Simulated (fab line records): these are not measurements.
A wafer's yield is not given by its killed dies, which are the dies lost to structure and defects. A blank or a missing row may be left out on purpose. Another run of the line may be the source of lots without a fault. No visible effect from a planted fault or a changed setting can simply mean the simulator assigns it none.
Which tool did it? + flow n5 finfet + at 1 step of a route of 1938, 10 lots with 29 wafers sampled

WHAT THE GAUGES READ, wafer by wafer
N5_BEOL_M4_RC_MEAS_101.
| lot  | measured     | on        | DIBL_N (mV/V)  |
|------|--------------|-----------|----------------|
| L528 | day 7 15:28  | prober-01 | 35.4 35.3 34.9 |
| L531 | day 8 13:29  | prober-01 | 35.7 33.6 36.1 |
| L535 | day 9 06:10  | prober-02 | 33.1 34.9 33.9 |
| L538 | day 10 07:21 | prober-01 | 34.9 35.6      |
| L542 | day 11 13:41 | prober-01 | 35.8 39.6 36.3 |
| L545 | day 12 00:10 | prober-02 | 37.3 35.6 35.4 |
| L547 | day 12 03:55 | prober-01 | 37.3 36.3 37.3 |
| L546 | day 12 06:17 | prober-02 | 37.0 38.2 37.9 |
| L548 | day 13 00:05 | prober-02 | 33.4 35.3 34.3 |
| L551 | day 13 10:06 | prober-01 | 33.2 36.3 36.8 |

TOOL THAT RAN EACH LOT (tool first, then ch and the chambers of the sampled wafers, then the start)
Record: no process step prior to these readings.

THE ANSWER, worked out from the rows above alone
Rule: what is usual is taken from the lots themselves. Put in order of their means at a reading, lots are off if they are a third of the lots or fewer, leave a main group of 4 or more, and stand apart from it by a gap of 3 or more times the standard deviation of the main group's means; of several such gaps the widest counts. The tables above print the reading to a certain number of digits; a main group whose means all agree to those digits is not used. Also off: a lot with no number at a reading for which 4 or more lots have one. Any other lot the step has rows for is counted as sound.
No lot is off at any reading shown: from this, nothing can be told.

WHAT THE SIMULATOR HAD INSERTED
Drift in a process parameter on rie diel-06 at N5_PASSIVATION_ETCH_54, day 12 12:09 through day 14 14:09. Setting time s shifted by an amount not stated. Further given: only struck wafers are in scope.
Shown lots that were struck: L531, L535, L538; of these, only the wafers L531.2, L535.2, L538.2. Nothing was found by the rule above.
